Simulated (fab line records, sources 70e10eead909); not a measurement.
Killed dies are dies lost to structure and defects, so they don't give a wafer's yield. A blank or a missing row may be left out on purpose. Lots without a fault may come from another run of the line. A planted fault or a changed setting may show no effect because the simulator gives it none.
A struck lot beside a sound one | flow nand_harc | 14 steps out of a route of 1302
Sound: wafers L243.1, L243.5, L243.6. Struck: wafers L240.2, L240.3, L240.4. The cause comes at the end.
At each step with rows: each side's tool, then ch and its chambers, then its first start. Under that, the readings that differ: sound wafers | struck wafers | difference of the means | sigmas: that difference in standard deviations of wafers without a fault.
alike: readings whose means differ by less than 2 such deviations, and words and numbers that are the same on both sides. not compared: withheld readings, readings that some wafer has no value for, bounds like >300 that may hide the same value, and numbers for which the record gives no deviation and whose values overlap.
The two part at a step that has a row with sigmas, a row that says differs or no value, or rows on one side only. Numbers that don't overlap but have no deviation are shown without sigmas and don't part them. A reading that every wafer of one side lacks parts them only if that side has two wafers or more.

NHARC_P_M1_INSPECT_27:
  sound on defect_inspect-01, day 13 01:59; struck on defect_inspect-01, day 11 15:43
  alike: raw_defect_count
NHARC_P_M1_PRE_CLEAN_32: time 12 s.
  sound on pecvd-02 ch 0,1, day 13 02:05; struck on pecvd-01 ch 1,2, day 11 15:47
  alike: heater_power_w
NHARC_P_M1_DEP_33: deposits SiCN, target thk 30 nm.
  sound on pecvd-02 ch 0,1, day 13 02:14; struck on pecvd-01 ch 1,2, day 11 15:54
  alike: heater_power_w, showerhead_vpp_V
then, 9 steps without rows for these wafers: NHARC_P_M2_DEP_00 (deposits SiOC, target thk 182.5 nm); NHARC_P_M2_DEHYDRATE_01 (time 120 s); NHARC_P_M2_HMDS_02 (time 30 s); NHARC_P_M2_COAT_34 (time 65 s); NHARC_P_M2_COAT_03 (resist thk 90 nm); NHARC_P_M2_SOFTBAKE_04 (time 55 s); NHARC_P_M2_EBR_05; NHARC_P_M2_EXPOSE_06 (exposes mask P M2, target cd 170 nm); NHARC_P_M2_PEB_07 (peb time 65 s).
NHARC_P_M2_DEVELOP_08: develop time 35 s.
  sound on litho_track-04 ch 0, day 13 03:00; struck on litho_track-01, day 11 17:00
  no value came back on the struck wafers for chill_plate_temp_C (C), develop_time_s (s); on the sound wafers chill_plate_temp_C (C) reads 23.00 23.11 23.20
NHARC_P_M2_CD_MEAS_09: target cd 170 nm.
  sound on cd_sem-01 ch 0, day 13 03:24; struck on cd_sem-03 ch 0, day 11 17:05
  reading    | sound             | struck | difference                    | sigmas
  cd_nm (nm) | 170.4 169.8 169.9 | - - -  | no value on the struck wafers |

WHERE THEY PART
First at NHARC_P_M2_DEVELOP_08; last, within this record, at NHARC_P_M2_CD_MEAS_09.

WHY: what the simulator had put in
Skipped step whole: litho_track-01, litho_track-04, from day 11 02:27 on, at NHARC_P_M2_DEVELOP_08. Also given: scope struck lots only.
